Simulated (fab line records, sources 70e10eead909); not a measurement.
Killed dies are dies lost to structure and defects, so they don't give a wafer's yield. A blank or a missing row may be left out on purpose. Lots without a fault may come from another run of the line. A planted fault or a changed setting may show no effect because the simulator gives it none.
fab line records | flow nand_harc
record lots=6 wafers=18 last_day=25
route steps=1159 shown A_CHANNEL_HOLE_D1@463 A_CHANNEL_FILL_D1@490 END@1159
lots that met no fault: from a run of the same line without faults
start_h: hours from the record's first day to the start of the lot's first wafer shown | wait_h: hours since the lot's step before | " the same as in the row above | L1.1+2: a row that stands for several wafers | - no value, or no start given | * or withheld: withheld | < > ~ a bound
route shown NAME@n: a module of which the file shows steps, and the number in the route of the first | usual: mean/standard deviation of fault-free wafers | same: alike in all rows | chamber/n: place in a boat | sites: the reading at each site | _std_site: their standard deviation | _edge_site: outer sites' mean less inner sites' | radius_mm: how far each site lies from the wafer's centre | mask NAME#n: copy n | behind: the tool/chamber that last shaped the wafer | hold: why the lot was held/for how many hours/how that ended | device: the transistor (n, p or np) that didn't switch | end of line: the same wafers' tests at the end of the route | a step without rows: its recipe alone | killed: dies lost to structure and defects at the first sort, not the wafer's yield | map: a wafer's dies, x killed, . not, _ none there
set.NAME: the setting as run; set.NAME@STEP: as run at that earlier step | model.NAME: the simulator's own value behind a step, which no gauge read
lots at some steps of the route; a table a step, a row a wafer
services: from which hour (start_h, from the record's first day; less than 0 if before it) a tool's chamber was out of use, for how many hours, and why
## steps
# step NHARC_A_CHANNEL_HOLE_D1_OVL_MEAS_11
# usual overlay_x_nm=0.0/0.8 overlay_y_nm=0.3/0.86
# columns lot.wafer tool chamber start_h wait_h overlay_x_nm overlay_y_nm
L395.1 overlay-01 - 186.60 - 1.0 0.9
L395.3 " - " " 0.9 1.0
L395.4 " - " " 0.9 1.6
L403.2 overlay-02 - 233.93 - 0.4 0.2
L403.3 " - " " 0.6 0.0
L403.4 " - " " 0.5 0.0
L411.1 overlay-02 - 291.87 - -0.8 1.0
L411.2 " - " " 0.0 0.4
L411.4 " - " " -0.3 0.9
L415.1 overlay-01 - 297.38 - -1.1 1.1
L415.4 " - " " -1.5 1.4
L415.5 " - " " -1.2 1.1
L416.4 overlay-02 - 299.15 - -0.1 -0.3
L416.5 " - " " 0.1 0.4
L416.6 " - " " 0.7 0.2
L417.1 overlay-02 - 310.77 - -0.8 -0.3
L417.4 " - " " -0.6 -0.6
L417.5 " - " " -0.5 0.0
# step NHARC_A_CHANNEL_HOLE_D1_INSPECT_12
# usual raw_defect_count=5/3.1
# columns lot.wafer tool chamber start_h wait_h raw_defect_count
L395.1 defect_inspect-01 - 186.64 0.0 4
L395.3 " - " " 2
L395.4 " - " " 3
L403.2 defect_inspect-02 - 233.97 0.0 7
L403.3 " - " " 9
L403.4 " - " " 16
L411.1 defect_inspect-01 - 291.90 0.0 4
L411.2 " - " " 4
L411.4 " - " " 5
L415.1 defect_inspect-01 - 297.43 0.1 6
L415.4 " - " " 8
L415.5 " - " " 3
L416.4 defect_inspect-01 - 299.19 0.0 6
L416.5 " - " " 11
L416.6 " - " " 9
L417.1 defect_inspect-01 - 310.81 0.0 5
L417.4 " - " " 11
L417.5 " - " " 4
# step NHARC_A_CHANNEL_HOLE_D1_DESCUM_15
# recipe time_s=3 o2_flow_sccm=200 ar_flow_sccm=0 bias_power_w=0 chemistry=O2
# usual drypump_motor_current_A=5.8/0.53 oes_product_au=1.001/0.0079 rf_vpp_V=57.7/0.86 showerhead_plenum_p_Torr=1.93/0.072 throttle_valve_pct=11.310/0.0091
# columns lot.wafer tool chamber start_h wait_h drypump_motor_current_A oes_product_au rf_hours_counter_h rf_vpp_V showerhead_plenum_p_Torr throttle_valve_pct
L395.4 rie_diel-05 0 186.70 0.1 5.7 1.008 1 56.5 1.88 11.289
L395.3 " 1 " " 6.2 1.012 1 57.9 1.91 11.308
L395.1 " 2 " " 5.2 0.995 1 57.8 2.04 11.312
L403.3 rie_diel-11 0 234.03 0.1 5.8 0.995 1 58.2 1.79 11.304
L403.4 " 2 " " 5.6 0.988 1 57.3 1.93 11.298
L403.2 " 3 " " 6.0 0.989 1 57.9 2.01 11.304
L411.4 rie_diel-11 1 291.96 0.1 5.4 1.007 3 56.6 1.94 11.300
L411.2 " 2 " " 5.6 0.985 4 57.2 1.92 11.292
L411.1 " 0 " " 5.8 0.996 4 56.8 1.78 11.312
L415.4 rie_diel-10 3 297.50 0.1 6.8 1.004 10 57.3 1.84 11.311
L415.1 " 1 " " 5.3 1.001 9 59.2 1.95 11.317
L415.5 " 3 " " 6.8 1.011 - 57.1 1.84 11.292
L416.4 rie_diel-05 2 299.26 0.1 5.2 0.994 11 58.4 2.04 11.306
L416.6 " 0 " " 5.7 1.006 - 57.9 1.88 11.324
L416.5 " 1 " " 6.2 1.010 - 58.4 1.91 11.308
L417.1 rie_diel-11 3 310.89 0.1 6.0 0.996 5 57.1 2.01 11.307
L417.4 " 0 " " 5.8 0.993 5 56.5 1.78 11.298
L417.5 " 2 " " 5.6 0.996 - 58.8 1.92 11.302
# step NHARC_A_CHANNEL_HOLE_D1_ETCH_38
# recipe target_depth_a=390 over_etch_frac=0.3 time_s=65 ion_energy_ev=80 cf4_flow_sccm=150 ar_flow_sccm=0 rf_w=300 bias_w=100 chemistry=CF4
# step NHARC_A_CHANNEL_HOLE_D1_ETCH_39
# recipe target_depth_a=2600 over_etch_frac=0.3 time_s=325 ion_energy_ev=200 n2_flow_sccm=150 h2_flow_sccm=150 ar_flow_sccm=0 rf_w=400 bias_w=150 chemistry=N2/H2
# step NHARC_A_CHANNEL_HOLE_D1_ETCH_34
# recipe target_depth_a=1540 time_s=77 cf4_flow_sccm=100 chf3_flow_sccm=30 ar_flow_sccm=0 rf_w=500 bias_w=200 chemistry=CF4/CHF3
# step NHARC_A_CHANNEL_HOLE_D1_ETCH_16
# recipe target_depth_a=31000 over_etch_frac=0.3 time_s=806 ion_energy_ev=150 o2_flow_sccm=400 cos_flow_sccm=20 ar_flow_sccm=0 rf_w=500 bias_w=300 chemistry=O2/COS
# step NHARC_A_CHANNEL_HOLE_D1_CD_MEAS_18
# usual cd_nm=99.3/1.7
# columns lot.wafer tool chamber start_h wait_h cd_nm
L395.1 cd_sem-02 - 187.81 - 102.1
L395.3 " - " " 99.0
L395.4 " - " " 98.0
L403.2 cd_sem-02 - 235.14 - 97.8
L403.3 " - " " 100.9
L403.4 " - " " 101.4
L411.1 cd_sem-01 - 293.07 - 100.9
L411.2 " - " " 102.4
L411.4 " - " " 101.7
L415.1 cd_sem-01 - 298.61 - 99.2
L415.4 " - " " 97.9
L415.5 " - " " 99.4
L416.4 cd_sem-02 - 300.37 - 100.6
L416.5 " - " " 100.6
L416.6 " - " " 97.7
L417.1 cd_sem-02 - 311.98 - 101.4
L417.4 " - " " 101.4
L417.5 " - " " 101.6
# step NHARC_A_CHANNEL_HOLE_D1_ETCH_19
# recipe bias_v=1200 source_w=2500 pressure_mtorr=15 time_s=34.5 ar_flow_sccm=375 c4f8_flow_sccm=28.8 o2_flow_sccm=96.2 temp_c=-20 target_depth_a=* chemistry=C4F8/O2/Ar
# usual drypump_motor_current_A=6.2/0.39 showerhead_plenum_p_Torr=3.73/0.083 temp_c=-20.00/0.11 throttle_valve_pct=37.037/0.0087
# columns lot.wafer tool chamber start_h wait_h drypump_motor_current_A rf_hours_counter_h showerhead_plenum_p_Torr temp_c throttle_valve_pct
L395.1 har_etch-02 1 187.90 0.1 6.4 103 3.69 -19.99 37.040
L395.3 " 0 " " 5.6 - 3.67 -19.96 37.036
L395.4 " 1 " " 6.4 - 3.69 -20.10 37.030
L403.2 har_etch-01 0 235.24 0.1 6.4 200 3.87 -19.94 37.024
L403.3 " 1 " " 6.6 - 3.78 -20.05 37.038
L403.4 " 0 " " 6.4 - 3.87 -19.92 37.063
L411.2 har_etch-01 1 295.41 2.3 6.6 229 3.77 -19.93 37.036
L411.1 " 0 " " 6.4 229 3.85 -19.84 37.026
L411.4 " 1 " " 6.6 - 3.77 -19.93 37.036
L415.1 har_etch-01 0 299.61 1.0 6.4 233 3.85 -20.21 37.031
L415.4 " 0 " " 6.4 - 3.85 -20.07 37.032
L415.5 " 0 " " 6.4 - 3.85 -19.99 37.047
L416.4 har_etch-02 0 300.49 0.1 5.6 - 3.64 -20.16 37.029
L416.5 " 1 " " 6.4 - 3.66 -19.95 37.037
L416.6 " 0 " " 5.6 - 3.64 -20.05 37.050
L417.1 har_etch-02 0 312.07 0.1 5.6 167 3.63 -20.22 37.044
L417.4 " 0 " " 5.6 - 3.63 -20.09 37.023
L417.5 " 0 " " 5.6 - 3.63 -20.10 37.033
# step NHARC_A_CHANNEL_HOLE_D1_ETCH_20
# recipe bias_v=3000 source_w=withheld pressure_mtorr=20 time_s=361.9 ar_flow_sccm=375 c4f8_flow_sccm=89.3 o2_flow_sccm=35.7 temp_c=-20 target_depth_a=16000 chemistry=C4F8/O2/Ar
# step NHARC_A_CHANNEL_HOLE_D1_ETCH_21
# recipe bias_v=3000 source_w=withheld pressure_mtorr=20 time_s=514.3 ar_flow_sccm=375 c4f8_flow_sccm=89.3 o2_flow_sccm=35.7 temp_c=-20 target_depth_a=16000 chemistry=C4F8/O2/Ar
# usual drypump_motor_current_A=6.2/0.39 showerhead_plenum_p_Torr=3.69/0.079 temp_c=-19.99/0.093 throttle_valve_pct=32.155/0.0093
# columns lot.wafer tool chamber start_h wait_h drypump_motor_current_A rf_hours_counter_h showerhead_plenum_p_Torr temp_c throttle_valve_pct
L395.1 har_etch-02 1 188.39 0.3 6.4 104 3.65 -19.95 32.160
L395.3 " 0 " " 5.6 - 3.63 -19.98 32.158
L395.4 " 1 " " 6.4 - 3.65 -19.89 32.157
L403.2 har_etch-01 0 235.73 0.3 6.4 201 3.82 -19.92 32.150
L403.3 " 1 " " 6.6 - 3.74 -20.01 32.170
L403.4 " 0 " " 6.4 - 3.82 -20.02 32.152
L411.2 har_etch-01 1 295.84 0.3 6.6 229 3.72 -19.92 32.164
L411.1 " 0 " " 6.4 229 3.80 -19.93 32.144
L411.4 " 1 " " 6.6 - 3.72 -19.85 32.148
L415.1 har_etch-01 0 300.09 0.3 6.4 233 3.80 -20.10 32.149
L415.4 " 0 " " 6.4 - 3.80 -19.97 32.143
L415.5 " 0 " " 6.4 - 3.80 -20.16 32.155
L416.4 har_etch-02 0 301.08 0.3 5.6 - 3.60 -19.91 32.158
L416.5 " 1 " " 6.4 - 3.62 -19.98 32.163
L416.6 " 0 " " 5.6 - 3.60 -19.84 32.147
L417.1 har_etch-02 0 312.56 0.3 5.6 168 3.60 -19.86 32.165
L417.4 " 0 " " 5.6 - 3.60 -20.04 32.159
L417.5 " 0 " " 5.6 - 3.60 -19.99 32.141
# step NHARC_A_CHANNEL_HOLE_D1_ETCH_22
# recipe bias_v=3000 source_w=withheld pressure_mtorr=20 time_s=666.7 ar_flow_sccm=375 c4f8_flow_sccm=89.3 o2_flow_sccm=35.7 temp_c=-20 target_depth_a=16000 chemistry=C4F8/O2/Ar
# step NHARC_A_CHANNEL_HOLE_D1_ETCH_23
# recipe bias_v=5000 source_w=withheld pressure_mtorr=20 time_s=819 ar_flow_sccm=375 c4f8_flow_sccm=89.3 o2_flow_sccm=35.7 temp_c=-20 target_depth_a=16000 chemistry=C4F8/O2/Ar
# usual drypump_motor_current_A=6.2/0.39 showerhead_plenum_p_Torr=3.69/0.079 temp_c=-20.01/0.11 throttle_valve_pct=32.154/0.0085
# columns lot.wafer tool chamber start_h wait_h drypump_motor_current_A rf_hours_counter_h showerhead_plenum_p_Torr temp_c throttle_valve_pct
L395.1 har_etch-02 1 189.44 0.5 6.4 105 3.65 -19.90 32.160
L395.3 " 0 " " 5.6 - 3.63 -20.09 32.155
L395.4 " 1 " " 6.4 - 3.65 -19.89 32.138
L403.2 har_etch-01 0 236.78 0.5 6.4 202 3.82 -19.86 32.157
L403.3 " 1 " " 6.6 - 3.74 -19.83 32.154
L403.4 " 0 " " 6.4 - 3.82 -19.94 32.168
L411.2 har_etch-01 1 296.85 0.5 6.6 230 3.72 -20.16 32.146
L411.1 " 0 " " 6.4 230 3.80 -20.08 32.156
L411.4 " 1 " " 6.6 - 3.72 -19.81 32.148
L415.1 har_etch-01 0 301.13 0.5 6.4 234 3.80 -20.12 32.146
L415.4 " 0 " " 6.4 - 3.80 -19.97 32.148
L415.5 " 0 " " 6.4 - 3.80 -20.10 32.155
L416.4 har_etch-02 0 302.22 0.5 5.6 - 3.60 -19.96 32.150
L416.5 " 1 " " 6.4 - 3.62 -20.06 32.162
L416.6 " 0 " " 5.6 - 3.60 -19.91 32.157
L417.1 har_etch-02 0 313.60 0.5 5.6 169 3.59 -20.05 32.163
L417.4 " 0 " " 5.6 - 3.60 -20.08 32.143
L417.5 " 0 " " 5.6 - 3.60 -20.18 32.154
# step NHARC_A_CHANNEL_HOLE_D1_ETCH_24
# recipe bias_v=5000 source_w=withheld pressure_mtorr=20 time_s=906.2 ar_flow_sccm=375 c4f8_flow_sccm=93.8 o2_flow_sccm=31.2 temp_c=-20 target_depth_a=15000 chemistry=C4F8/O2/Ar
# usual drypump_motor_current_A=6.2/0.39 showerhead_plenum_p_Torr=3.68/0.079 temp_c=-19.99/0.11 throttle_valve_pct=32.235/0.0083
# columns lot.wafer tool chamber start_h wait_h drypump_motor_current_A rf_hours_counter_h showerhead_plenum_p_Torr temp_c throttle_valve_pct
L395.1 har_etch-02 1 190.15 0.6 6.4 105 3.64 -20.06 32.238
L395.3 " 0 " " 5.6 - 3.63 -19.89 32.230
L395.4 " 1 " " 6.4 - 3.64 -19.92 32.238
L403.2 har_etch-01 0 237.50 0.6 6.4 202 3.81 -20.19 32.227
L403.3 " 1 " " 6.6 - 3.73 -19.99 32.236
L403.4 " 0 " " 6.4 - 3.81 -19.96 32.218
L411.2 har_etch-01 1 297.56 0.6 6.6 231 3.72 -20.25 32.236
L411.1 " 0 " " 6.4 231 3.80 -19.99 32.234
L411.4 " 1 " " 6.6 - 3.72 -20.17 32.242
L415.1 har_etch-01 0 301.84 0.6 6.4 235 3.80 -19.94 32.239
L415.4 " 0 " " 6.4 - 3.80 -19.73 32.228
L415.5 " 0 " " 6.4 - 3.80 -19.82 32.235
L416.4 har_etch-02 0 302.95 0.6 5.6 - 3.60 -20.13 32.240
L416.5 " 1 " " 6.4 - 3.61 -20.00 32.226
L416.6 " 0 " " 5.6 - 3.60 -20.11 32.250
L417.1 har_etch-02 0 314.30 0.6 5.6 170 3.59 -19.91 32.243
L417.4 " 0 " " 5.6 - 3.59 -19.92 32.225
L417.5 " 0 " " 5.6 - 3.59 -19.95 32.240
# step NHARC_A_CHANNEL_HOLE_D1_ETCH_25
# recipe bias_v=5000 source_w=withheld pressure_mtorr=20 time_s=1040.2 ar_flow_sccm=375 c4f8_flow_sccm=93.8 o2_flow_sccm=31.2 temp_c=-20 target_depth_a=15000 chemistry=C4F8/O2/Ar
# step NHARC_A_CHANNEL_HOLE_D1_ETCH_26
# recipe bias_v=300 source_w=2000 pressure_mtorr=30 time_s=224.1 ar_flow_sccm=375 c4f8_flow_sccm=11.4 o2_flow_sccm=113.6 temp_c=-20 target_depth_a=3000 chemistry=C4F8/O2/Ar
# step NHARC_A_CHANNEL_HOLE_D1_ETCH_33
# recipe bias_v=400 source_w=2000 pressure_mtorr=25 time_s=90 ar_flow_sccm=375 c4f8_flow_sccm=41.7 o2_flow_sccm=83.3 temp_c=-20 target_depth_a=4000 chemistry=C4F8/O2/Ar
# step NHARC_A_CHANNEL_HOLE_D1_STRIP_41
# recipe n2_flow_sccm=150 h2_flow_sccm=150 ar_flow_sccm=0 bias_w=0 chemistry=N2/H2
# step NHARC_A_CHANNEL_HOLE_D1_STRIP_42
# recipe cf4_flow_sccm=100 chf3_flow_sccm=30 ar_flow_sccm=0 bias_w=0 chemistry=CF4/CHF3
# step NHARC_A_CHANNEL_HOLE_D1_STRIP_43
# recipe o2_flow_sccm=400 cos_flow_sccm=20 ar_flow_sccm=0 bias_w=0 chemistry=O2/COS
# step NHARC_A_CHANNEL_HOLE_D1_ETCH_44
# recipe target_depth_a=1400 overetch_a=140 time_s=77 ion_energy_ev=100 cf4_flow_sccm=80 o2_flow_sccm=20 ar_flow_sccm=0 rf_w=300 bias_w=100 chemistry=CF4/O2
# step NHARC_A_CHANNEL_HOLE_D1_STRIP_27
# recipe o2_flow_sccm=500 ar_flow_sccm=0 bias_w=0 chemistry=O2
# step NHARC_A_CHANNEL_HOLE_D1_PRECLEAN_28
# recipe time_s=* temp_c=50 bath_age_min=0 chemistry=SC1
# step NHARC_A_CHANNEL_HOLE_D1_SRD_29
# step NHARC_A_CHANNEL_HOLE_D1_CD_MEAS_30
# usual cd_nm=89.8/0.98
# columns lot.wafer tool chamber start_h wait_h cd_nm
L395.1 cd_sem-02 - 193.41 - 89.4
L395.3 " - " " 90.1
L395.4 " - " " 88.6
L403.2 cd_sem-01 - 240.92 - 89.6
L403.3 " - " " 90.1
L403.4 " - " " 90.4
L411.1 cd_sem-01 - 300.93 - 89.1
L411.2 " - " " 89.2
L411.4 " - " " 90.2
L415.1 cd_sem-01 - 305.15 0.1 89.9
L415.4 " - " " 90.0
L415.5 " - " " 91.6
L416.4 cd_sem-01 - 305.95 - 89.6
L416.5 " - " " 89.3
L416.6 " - " " 89.3
L417.1 cd_sem-01 - 317.57 - 88.2
L417.4 " - " " 89.6
L417.5 " - " " 88.3
# step NHARC_A_CHANNEL_HOLE_D1_XSEM_31
# recipe landing_energy_ev=35000
# usual bot_cd_nm=74.4/1 bow_nm=8.58/0.24 tilt_deg=0.07/0.043
# columns lot.wafer tool chamber start_h wait_h bot_cd_nm bow_nm tilt_deg
L395.1 xsem-01 0 193.50 0.1 74.1 8.19 0.02
L395.3 " 0 " " 74.4 8.32 0.02
L395.4 " 0 " " 73.5 8.23 0.02
L403.2 xsem-01 0 241.01 0.1 74.3 8.86 0.04
L403.3 " 0 " " 74.9 8.88 0.04
L403.4 " 0 " " 75.4 8.87 0.04
L411.1 xsem-02 0 301.02 0.1 74.4 8.61 0.11
L411.2 " 0 " " 74.3 8.65 0.11
L411.4 " 0 " " 75.7 8.67 0.11
L415.1 xsem-01 0 305.23 0.1 73.8 8.76 0.02
L415.4 " 0 " " 73.4 8.79 0.01
L415.5 " 0 " " 74.8 8.66 0.02
L416.4 xsem-01 0 306.04 0.1 74.4 8.85 0.09
L416.5 " 0 " " 74.4 8.96 0.09
L416.6 " 0 " " 73.2 8.77 0.09
L417.1 xsem-02 0 317.66 0.1 73.2 8.35 0.11
L417.4 " 0 " " 74.7 8.37 0.11
L417.5 " 0 " " 73.4 8.38 0.11
# step NHARC_A_CHANNEL_HOLE_D1_INSPECT_40
# usual raw_defect_count=56/15
# columns lot.wafer tool chamber start_h wait_h raw_defect_count
L395.1 defect_inspect-01 - 193.60 - 56
L395.3 " - " " 34
L395.4 " - " " 65
L403.2 defect_inspect-01 - 241.11 - 46
L403.3 " - " " 49
L403.4 " - " " 69
L411.1 defect_inspect-02 - 301.12 - 313
L411.2 " - " " 59
L411.4 " - " " 69
L415.1 defect_inspect-01 - 305.33 - 374
L415.4 " - " " 322
L415.5 " - " " 345
L416.4 defect_inspect-01 - 306.13 - 40
L416.5 " - " " 67
L416.6 " - " " 48
L417.1 defect_inspect-02 - 317.76 - 69
L417.4 " - " " 58
L417.5 " - " " 47
# step NHARC_A_CHANNEL_FILL_D1_PRECLEAN_00
# recipe time_s=* temp_c=50 bath_age_min=0 chemistry=SC1
# step NHARC_END_SORT_01
# recipe temp_c=25
# usual killed_at_array=28/10 killed_at_other=0.6/0.85 killed_at_periphery=3.3/2.3 killed_dies=32/11 killed_open=3.3/1.5 killed_short=2.1/1.4
# same gross_dies=677
# columns lot.wafer tool chamber start_h wait_h killed_at_array killed_at_other killed_at_periphery killed_dies killed_open killed_short
L415.1 prober-01 0 545.45 2.5 77 0 2 79 1 2
L415.4 prober-01 0 547.84 3.4 72 2 7 81 7 1
L415.5 prober-01 0 548.64 3.7 80 2 1 83 3 1
L411.1 prober-02 0 555.60 2.5 100 0 2 102 3 2
L411.2 prober-02 0 556.40 2.8 49 1 3 53 2 2
L411.4 prober-02 0 558.02 3.4 44 0 3 47 5 2
# killed by level:class
L415.1 A_CHANNEL_HOLE_D1:unspecified=61 A_CHANNEL_HOLE_D1:chamber_film_flake=8 A_CHANNEL_FILL_D1:chamber_film_flake=2 A_STAIRCASE:chamber_film_flake=2 P_GATE:geometric_particle:short=1 A_ONON_D1:geometric_particle:open=1 A_M1:geometric_particle:short=1 P_STI:chamber_film_flake=1
L415.4 A_CHANNEL_HOLE_D1:unspecified=56 A_CHANNEL_HOLE_D1:chamber_film_flake=9 P_M0:geometric_particle:open=3 P_ZERO_WELL:chamber_film_flake=2 A_WL_FILL:geometric_particle:open=1 A_CONTACT:geometric_particle:short=1 A_M0:geometric_particle:open=1 A_M1:geometric_particle:open=1
L415.5 A_CHANNEL_HOLE_D1:unspecified=65 A_CHANNEL_HOLE_D1:chamber_film_flake=5 A_STAIRCASE:chamber_film_flake=3 A_CONTACT:chamber_film_flake=3 THIN_TSV:chamber_film_flake=2 P_M0:geometric_particle:open=1 A_SGD_CUT:geometric_particle:open=1 A_WL_FILL:geometric_particle:short=1
L411.1 A_CHANNEL_HOLE_D1:unspecified=64 A_SLIT:chamber_film_flake=18 A_CONTACT:chamber_film_flake=5 A_CHANNEL_HOLE_D1:chamber_film_flake=3 A_STAIRCASE:chamber_film_flake=3 A_ZERO_WELL:chamber_film_flake=2 P_GATE:geometric_particle:short=1 P_M0:geometric_particle:open=1
L411.2 A_CHANNEL_HOLE_D1:chamber_film_flake=24 A_SLIT:chamber_film_flake=17 A_CONTACT:chamber_film_flake=3 P_M0:geometric_particle:open=2 A_STAIRCASE:chamber_film_flake=2 A_ONON_D1:geometric_particle:short=1 A_M0:geometric_particle:short=1 P_GATE:chamber_film_flake=1
L411.4 A_CHANNEL_HOLE_D1:chamber_film_flake=17 A_SLIT:chamber_film_flake=16 A_CHANNEL_FILL_D1:geometric_particle:short=2 A_M0:geometric_particle:open=2 A_STAIRCASE:chamber_film_flake=2 A_CONTACT:chamber_film_flake=2 P_M1:geometric_particle:open=1 A_CONTACT:geometric_particle:open=1
# map L411.1 (x killed, . not)
____________.____________
_________..x.x.._________
_______..........._______
______...xx........______
_____..............._____
____.................____
____.................____
___...................___
___..............x....___
__.....................__
__.....x........x......__
_....x............x....._
_......................._
_...........xx.........._
_.x.xxx.x....x..x......._
_.xxxxxx.x...x.x........_
..xxxxx...xx.......x.....
.xxxxxx...xx.............
xxxxxxx..xx...........x..
xxxxxxxxx.x.............x
xxxxxxx.x..xx............
_xxxxxxx.x.............._
_xxxxx.................._
_xxxx................x.._
_..xxxx................._
_.x...x................._
__.x...................__
__.....................__
___..................x___
___...................___
____.................____
____........x........____
_____..............._____
______.............______
_______..........._______
_________......x_________
____________.____________
# map L415.5 (x killed, . not)
____________.____________
_________......._________
_______..........._______
______.............______
_____..............._____
____.................____
____x................____
___...................___
___...................___
__.....................__
__.....................__
_...x..................._
_...x..........x........_
_...x..................._
_..x...x................_
_xxxxx.x................_
.xxxxxx..................
xxxxxxx..................
xxxxxxxx.................
xxxxxxxx.................
xxxxxxx.x....x......x....
_xxxxxxx................_
_xxxxxx................._
_xxxxxxx................_
_.xxx..................._
_..xxx.....x............_
__.....................__
__...........x.........__
___..........x........___
___...................___
____.....x...........____
____.................____
_____..............._____
______...........x.______
_______..........._______
_________......._________
____________.____________
## services
# columns tool chamber start_h hours kind
rie_diel-05 - 163.62 9.0 pm
rie_diel-11 0 168.82 - clean
rie_diel-11 1 168.82 - clean
rie_diel-11 2 168.82 - clean
rie_diel-11 3 168.82 - clean
rie_diel-10 - 176.50 9.0 pm
rie_diel-11 - 189.50 9.0 pm
rie_diel-11 0 189.50 9.0 vent_cycle
rie_diel-11 1 189.50 9.0 vent_cycle
rie_diel-11 2 189.50 9.0 vent_cycle
rie_diel-11 3 189.50 9.0 vent_cycle
rie_diel-11 0 198.50 - clean
rie_diel-11 1 213.78 7.6 repair
rie_diel-11 3 225.72 1.7 repair
rie_diel-10 1 232.25 12.3 repair
rie_diel-11 1 266.65 8.6 repair
rie_diel-11 3 268.11 8.9 repair
xsem-02 - 302.00 14.0 pm
har_etch-01 - 305.00 17.0 pm
har_etch-01 0 305.00 17.0 vent_cycle
har_etch-01 1 305.00 17.0 vent_cycle
rie_diel-10 - 308.11 5.7 repair
rie_diel-05 2 309.70 5.7 repair
rie_diel-05 3 317.63 51.0 repair
## key
first_sign step=NHARC_A_CHANNEL_HOLE_D1_INSPECT_40 reading=raw_defect_count direction=up sigmas=19 usual=56 struck=338
effect step=NHARC_END_SORT_01 reading=killed_at_array direction=up sigmas=5.3 usual=28 struck=82
more_kills_born_at NHARC_A_CHANNEL_HOLE_D1_ETCH_23@har_etch-01=200
met_at NHARC_A_CHANNEL_HOLE_D1_ETCH_23
struck_wafers L411.1,L415.1,L415.4,L415.5
tester_left_out L411,L415
onset_between 236.78 296.85
fault kind=chamber_particle_source tool=har_etch-01 chamber=0 onset_h=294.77 steps=NHARC_A_CHANNEL_HOLE_D1_ETCH_23 rate_per_visit_cm2=0.409 end_h=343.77
# tester_left_out: of these lots the tester's yield and bins aren't shown, on N5 and GAA mostly nor the transistor test; their killed dies are dies lost to structure and defects alone, not to doping, threshold or leakage, so they don't give the yield
